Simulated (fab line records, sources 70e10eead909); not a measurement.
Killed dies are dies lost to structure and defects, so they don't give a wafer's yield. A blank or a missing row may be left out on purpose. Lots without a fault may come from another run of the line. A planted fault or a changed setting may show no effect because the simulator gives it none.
Chamber matching | flow nand_harc | NHARC_A_STAIRCASE_TRIM_220 on rie_diel-09: 4 sister chambers
The step chemistry O2, time 211.2 s. 4 wafers are shown with their chamber, then 10 later ones without.

WAFERS WITH THEIR CHAMBER
wafer  | chamber | drypump_motor_current_A (A)
L078.6 | 2       | 6.2
L087.6 | 3       | 5.4
L092.3 | 0       | 6.0
L092.5 | 1       | 5.9

WAFERS WITHOUT THEIR CHAMBER
wafer  | drypump_motor_current_A (A)
L092.6 | 6.2
L093.1 | 6.2
L093.3 | 5.4
L093.6 | 6.2
L095.2 | 5.9
L095.3 | 5.3
L095.5 | 6.2
L097.2 | 6.2
L097.4 | 5.3
L097.6 | 5.4

WHICH CHAMBER EACH WENT THROUGH
wafer  | from the rows above | in truth
L092.6 | 2                   | 2
L093.1 | 2                   | 2
L093.3 | 3                   | 3
L093.6 | 2                   | 2
L095.2 | 1                   | 1
L095.3 | 3                   | 3
L095.5 | 2                   | 2
L097.2 | 2                   | 2
L097.4 | 3                   | 3
L097.6 | 3                   | 3
Placed correctly: 10 of 10. Can't be placed from these rows: 0. Placed wrongly: 0.
How it was worked out, from the rows above alone: a wafer's distance from a chamber is the root of the sum, over the readings, of the square of ((its reading less the chamber's mean) divided by the reading's scatter). The wafer belongs to the nearest chamber; if the next one is less than 2 further off, it can't be placed. A chamber's mean is the mean of its shown wafers. The scatter: with one shown wafer a chamber, the root of the mean of the squares of how far each hidden wafer lies from its nearest shown one.
